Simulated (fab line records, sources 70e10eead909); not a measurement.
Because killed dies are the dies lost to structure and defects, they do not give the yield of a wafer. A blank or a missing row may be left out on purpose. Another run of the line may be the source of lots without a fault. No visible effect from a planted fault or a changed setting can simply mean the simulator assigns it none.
fab line records	flow nandHarc
[record] lots = 6	wafers = 18	lastDay = 33
route steps=1302 shown A_STAIRCASE@807
lots with no fault: from the same line, run without faults
startH: hours from the record's opening day to when the first of the lot's shown wafers began	waitH: hours from the lot's prior step to this one	" repeats the value in the row above	L1.1+2: a row that stands for several wafers	- no value present, or no start provided	* or withheld: withheld	< > ~ a bound
route shown NAME@n: names a module that has steps shown in the file, with the first one's number in the route	usual: mean and standard deviation over wafers with no fault	same: alike in all rows	chamber/n: place in a boat	sites: readings site by site	_std_site: how widely they spread, as a standard deviation	_edge_site: mean of outer sites minus mean of inner sites	radiusMm: how far each site lies from the wafer's centre	mask NAME#n: copy n	behind: the last tool/chamber to shape the wafer	hold: reason for holding the lot/hours on hold/outcome of the hold	device: whichever transistor did not switch (one of n, p or np)	end of line: the tests these same wafers got at the end of their route	a step given without rows: its recipe and nothing more	killed: count of dies lost to structure and defects at first sort (not the wafer's yield)	map: dies across one wafer; x = killed, . = not, _ = none there
set.NAME: the setting that was run; set.NAME@STEP: the one run at that earlier step	model.NAME: the simulator's own value behind a step, which no gauge read
certain route steps with their lots: each step a table, each wafer a row
services: when a tool's chamber went out of use (startH, in hours from the record's first day, below 0 if earlier), for how many hours, and the reason
[[steps]]
[step NHARC_A_STAIRCASE_DESCUM_291]
[recipe] timeS = 3	o2FlowSccm = 200	arFlowSccm = 0	biasPowerW = 0	chemistry = O2
[step NHARC_A_STAIRCASE_ETCH_292]
[recipe] cf4FlowSccm = 100	chf3FlowSccm = 30	arFlowSccm = 0	rfW = 500	biasW = 200	chemistry = CF4/CHF3
[usual] drypumpMotorCurrentA = 5.8/0.47	oesProductAu = 0.937/0.02	rfVppV = 370.9/2.5	showerheadPlenumPTorr = 1.58/0.073	throttleValvePct = 16.804/0.0094
lot.wafer	tool	chamber	startH	waitH	drypumpMotorCurrentA	oesProductAu	rfHoursCounterH	rfVppV	showerheadPlenumPTorr	throttleValvePct
L697.3	rieDiel-01	2	427.16	0.1	6.4	0.925	20	375.2	1.69	16.807
L697.2	"	3	"	"	6.0	0.919	18	367.7	1.47	16.810
L697.4	"	2	"	"	6.4	0.918	-	373.8	1.70	16.808
L700.2	rieDiel-01	3	456.00	0.1	6.0	0.963	26	367.2	1.47	16.812
L700.3	"	1	"	"	6.2	0.970	18	373.0	1.64	16.799
L700.6	"	2	"	"	6.4	0.970	-	375.4	1.69	16.787
L704.3	rieDiel-09	0	519.99	0.1	6.1	0.918	4	370.2	1.58	16.812
L704.6	"	3	"	"	5.5	0.926	-	371.6	1.56	16.785
L704.5	"	0	"	"	6.1	0.917	-	370.2	1.58	16.800
L706.1	rieDiel-09	2	521.77	0.1	5.8	0.989	4	368.3	1.49	16.814
L706.4	"	3	"	"	5.5	0.973	5	369.7	1.56	16.806
L706.5	"	1	"	"	5.5	0.955	-	371.4	1.57	16.790
L711.3	rieDiel-09	3	585.55	0.1	5.5	0.917	22	368.6	1.56	16.808
L711.2	"	0	"	"	6.1	0.918	30	371.1	1.58	16.809
L711.5	"	0	"	"	6.1	0.912	-	370.0	1.58	16.788
L713.1	rieDiel-09	0	593.59	0.1	6.1	0.907	31	371.3	1.58	16.786
L713.2	"	1	"	"	5.5	0.930	21	370.7	1.57	16.800
L713.6	"	3	"	"	5.5	0.989	-	368.6	1.56	16.800
[step NHARC_A_STAIRCASE_HM_OPEN_460]
[recipe] o2FlowSccm = 400	cosFlowSccm = 20	arFlowSccm = 0	rfW = 500	biasW = 300	chemistry = O2/COS
[step NHARC_A_STAIRCASE_STRIP_461]
[recipe] o2FlowSccm = 400	cosFlowSccm = 20	arFlowSccm = 0	biasW = 0	chemistry = O2/COS
[step NHARC_A_STAIRCASE_ETCH_452]
[recipe] targetDepthA = 300	overetchA = 30	timeS = 16.5	ionEnergyEv = 100	cf4FlowSccm = 80	o2FlowSccm = 20	arFlowSccm = 0	rfW = 300	biasW = 100	chemistry = CF4/O2
[usual] drypumpMotorCurrentA = 5.8/0.46	oesProductAu = 0.999/0.0076	rfVppV = 198.0/1.6	showerheadPlenumPTorr = 1.34/0.065	throttleValvePct = 13.397/0.009
lot.wafer	tool	chamber	startH	waitH	drypumpMotorCurrentA	oesProductAu	rfHoursCounterH	rfVppV	showerheadPlenumPTorr	throttleValvePct
L697.2	rieDiel-01	2	-	-	6.4	1.000	20	200.2	1.44	13.390
L697.3	"	3	"	"	6.0	0.990	18	195.2	1.24	13.389
L697.4	"	3	"	"	6.0	0.990	-	195.0	1.24	13.397
L700.2	rieDiel-01	2	-	-	6.4	0.995	32	199.4	1.44	13.392
L700.3	"	3	"	"	6.0	0.987	26	196.4	1.24	13.405
L700.6	"	2	"	"	6.4	1.003	-	198.7	1.44	13.407
L704.3	rieDiel-09	0	-	-	6.1	0.997	4	198.7	1.34	13.405
L704.6	"	0	"	"	6.1	0.986	-	198.2	1.34	13.405
L704.5	"	1	"	"	5.5	1.004	-	198.0	1.33	13.406
L706.4	rieDiel-09	2	-	-	5.8	1.000	4	196.5	1.26	13.405
L706.1	"	3	"	"	5.5	0.986	5	197.7	1.33	13.399
L706.5	"	1	"	"	5.5	0.995	-	197.1	1.33	13.399
L711.3	rieDiel-09	2	-	-	5.8	1.010	30	196.9	1.25	13.390
L711.2	"	3	"	"	5.5	1.017	22	198.1	1.32	13.382
L711.5	"	3	"	"	5.5	0.998	-	197.1	1.32	13.406
L713.1	rieDiel-09	3	-	-	5.5	0.990	23	196.4	1.32	13.397
L713.2	"	0	"	"	6.1	0.992	31	199.0	1.34	13.395
L713.6	"	1	"	"	5.5	1.001	-	196.7	1.33	13.387
[step NHARC_A_STAIRCASE_ETCH_294]
[recipe] targetDepthA = 49890	timeS = 1211.6	ionEnergyEv = 800	c4f8FlowSccm = 80	o2FlowSccm = 60	arFlowSccm = withheld	rfW = 600	biasW = 3000	chemistry = C4F8/O2/Ar
[usual] oesProductAu = 0.933/0.011	rfVppV = 1828/12
lot.wafer	tool	chamber	startH	waitH	oesProductAu	rfHoursCounterH	rfVppV
L697.3	rieDiel-01	0	-	-	0.934	8	1847
L697.2	"	2	"	"	0.922	20	1845
L697.4	"	0	"	"	0.939	-	1848
L700.3	rieDiel-01	2	-	-	0.951	32	1845
L700.2	"	0	"	"	0.945	16	1847
L700.6	"	1	"	"	0.961	-	1838
L704.3	rieDiel-09	1	-	-	0.927	3	1827
L704.5	"	1	"	"	0.933	-	1825
L704.6	"	2	"	"	0.928	-	1811
L706.4	rieDiel-09	1	-	-	0.947	3	1827
L706.1	"	3	"	"	0.936	5	1826
L706.5	"	1	"	"	0.947	-	1826
L711.3	rieDiel-09	1	-	-	0.914	20	1824
L711.2	"	3	"	"	0.947	23	1824
L711.5	"	2	"	"	0.933	-	1811
L713.1	rieDiel-09	2	-	-	0.926	32	1811
L713.2	"	1	"	"	0.919	21	1826
L713.6	"	3	"	"	0.927	-	1826
[step NHARC_A_STAIRCASE_STRIP_295]
[recipe] o2FlowSccm = 500	arFlowSccm = 0	biasW = 0	chemistry = O2
[usual] drypumpMotorCurrentA = 5.8/0.47	oesProductAu = 0.998/0.007	rfVppV = 57.9/0.9	showerheadPlenumPTorr = 3.56/0.16	throttleValvePct = 17.037/0.0093
lot.wafer	tool	chamber	startH	waitH	drypumpMotorCurrentA	oesProductAu	rfHoursCounterH	rfVppV	showerheadPlenumPTorr	throttleValvePct
L697.3	rieDiel-01	0	-	-	4.8	1.007	9	58.8	3.80	17.036
L697.2	"	2	"	"	6.4	1.001	20	57.8	3.80	17.039
L697.4	"	0	"	"	4.9	1.001	-	56.7	3.80	17.031
L700.3	rieDiel-01	2	-	-	6.4	1.008	33	58.6	3.79	17.038
L700.2	"	3	"	"	6.1	0.992	26	57.2	3.29	17.026
L700.6	"	1	"	"	6.3	0.991	-	57.9	3.66	17.024
L704.3	rieDiel-09	0	-	-	6.1	0.991	5	58.6	3.55	17.029
L704.6	"	0	"	"	6.1	0.983	-	57.1	3.55	17.046
L704.5	"	1	"	"	5.5	1.004	-	58.2	3.53	17.021
L706.4	rieDiel-09	2	-	-	5.8	1.003	4	58.6	3.33	17.015
L706.1	"	3	"	"	5.6	1.004	5	57.7	3.50	17.037
L706.5	"	1	"	"	5.5	1.010	-	57.8	3.52	17.026
L711.3	rieDiel-09	0	-	-	6.1	0.998	30	55.9	3.54	17.037
L711.2	"	2	"	"	5.8	1.001	31	57.7	3.32	17.034
L711.5	"	1	"	"	5.5	1.001	-	57.6	3.52	17.039
L713.2	rieDiel-09	3	-	-	5.5	0.997	24	59.3	3.49	17.032
L713.1	"	1	"	"	5.5	1.007	21	56.8	3.51	17.041
L713.6	"	0	"	"	6.1	0.988	-	59.0	3.53	17.040
[step NHARC_A_STAIRCASE_STRIP_296]
[recipe] timeS = 900	tempC = 130	chemistry = SPM
[step NHARC_A_STAIRCASE_PRECLEAN_297]
[recipe] timeS = *	tempC = 50	bathAgeMin = 0	chemistry = SC1
[step NHARC_A_STAIRCASE_SRD_298]
[step NHARC_A_STAIRCASE_HM_DEP_462]
[recipe] targetThkA = 8000	tempC = 400	material = aC
[usual] throttleValvePct = 35.001/0.0085
lot.wafer	tool	chamber	startH	waitH	throttleValvePct
L697.2	aclDep-03	0	431.45	1.9	35.002
L697.3	"	0	"	"	35.006
L697.4	"	0	"	"	34.995
L700.2	aclDep-01	0	459.62	1.5	34.998
L700.3	"	0	"	"	34.985
L700.6	"	0	"	"	34.996
L704.3	aclDep-02	0	522.76	0.7	35.013
L704.5	"	0	"	"	35.017
L704.6	"	0	"	"	34.993
L706.1	aclDep-01	0	523.92	0.1	34.987
L706.4	"	0	"	"	35.003
L706.5	"	0	"	"	35.011
L711.2	aclDep-03	0	591.66	4.0	35.002
L711.3	"	0	"	"	34.994
L711.5	"	0	"	"	35.002
L713.1	aclDep-03	0	595.81	0.1	35.007
L713.2	"	0	"	"	35.008
L713.6	"	0	597.34	1.6	35.013
[step NHARC_A_STAIRCASE_DEP_301]
[recipe] targetThkA = 300	targetThkNm = 30	tempC = 400	pressureTorr = 3.5	flowSccm = 200	rfW = 350	material = SiON
[usual] heaterPowerW = 777/100	rfFwdPowerW = 348.4/1	showerheadVppV = 1130/46
lot.wafer	tool	chamber	startH	waitH	heaterPowerW	rfFwdPowerW	showerheadVppV
L697.2	pecvd-04	1	433.04	1.3	690	348.1	1121
L697.3	"	2	"	"	767	349.6	1113
L697.4	"	2	"	"	771	350.0	1153
L700.2	pecvd-03	1	461.18	1.3	605	347.6	1098
L700.3	"	0	"	"	735	348.3	1116
L700.6	"	0	"	"	729	350.5	1117
L704.3	pecvd-04	2	524.09	1.0	754	487.5	1336
L704.6	"	0	"	"	714	486.7	1451
L704.5	"	2	"	"	778	487.2	1338
L706.1	pecvd-04	1	525.78	1.6	738	490.6	1326
L706.4	"	1	"	"	732	488.8	1302
L706.5	"	0	"	"	661	488.5	1422
L711.2	pecvd-01	2	593.33	1.4	883	350.2	1144
L711.3	"	0	"	"	855	348.4	1062
L711.5	"	1	"	"	843	349.4	1100
L713.2	pecvd-03	0	597.67	1.2	668	347.8	1130
L713.1	"	1	"	"	554	348.2	1083
L713.6	"	1	"	"	573	348.3	1088
[step NHARC_A_STAIRCASE_DEHYDRATE_302]
[recipe] tempC = 150	timeS = 120
[[services]]
tool	chamber	startH	hours	kind
rieDiel-09	0	427.57	-	clean
rieDiel-09	1	427.57	-	clean
rieDiel-09	2	427.57	-	clean
rieDiel-09	3	427.57	-	clean
pecvd-04	-	428.11	1.1	repair
aclDep-02	-	429.68	13.0	pm
rieDiel-09	3	448.75	12.9	repair
pecvd-04	-	450.51	13.0	pm
rieDiel-09	0	452.27	-	clean
rieDiel-09	1	452.27	-	clean
rieDiel-09	2	452.27	-	clean
pecvd-03	2	471.98	10.7	repair
rieDiel-01	1	476.34	10.3	repair
rieDiel-09	0	477.46	-	clean
rieDiel-09	1	477.46	-	clean
rieDiel-09	2	477.46	-	clean
rieDiel-09	3	477.46	-	clean
aclDep-03	-	484.89	13.0	pm
pecvd-01	-	492.00	13.0	pm
aclDep-01	-	548.71	13.0	pm
rieDiel-01	-	557.80	9.0	pm
rieDiel-09	3	560.62	8.5	repair
pecvd-03	-	565.96	13.0	pm
rieDiel-09	1	566.46	6.7	repair
[[key]]
[firstSign] step = NHARC_A_STAIRCASE_DEP_301	reading = rfFwdPowerW	direction = up	sigmas = 99+	usual = *	struck = *
[effect] step = NHARC_A_STAIRCASE_DEP_301	reading = showerheadVppV	direction = up	sigmas = 5.1	usual = 1130	struck = 1363
metAt NHARC_A_STAIRCASE_DEP_301
struckWafers L704.3,L704.5,L704.6,L706.1,L706.4,L706.5
laterRowsLeftOut L704.3,L704.5,L704.6,L706.1,L706.4,L706.5
sortLeftOut L704.3,L704.5,L704.6,L706.1,L706.4,L706.5
testerLeftOut L704,L706
onsetBetween 433.04 524.09
[fault] kind = processParameterDrift	tool = pecvd-04	chamber = -	onsetH = 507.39	steps = NHARC_A_STAIRCASE_DEP_301	channel = rfW	offset = *	shape = step	endH = 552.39	actsIn = *	stated = *
// testerLeftOut: of these lots the tester's yield and bins aren't shown, on N5 and GAA mostly nor the transistor test; their killed dies are dies lost to structure and defects alone, not to doping, threshold or leakage, so they don't give the yield
// sortLeftOut: the simulated sort isn't trusted on such a fault, so these wafers' sort isn't shown, and their yield isn't known
// laterRowsLeftOut: the simulator's readings of these wafers behind a module that went badly wrong aren't trusted and aren't shown, but for the sort
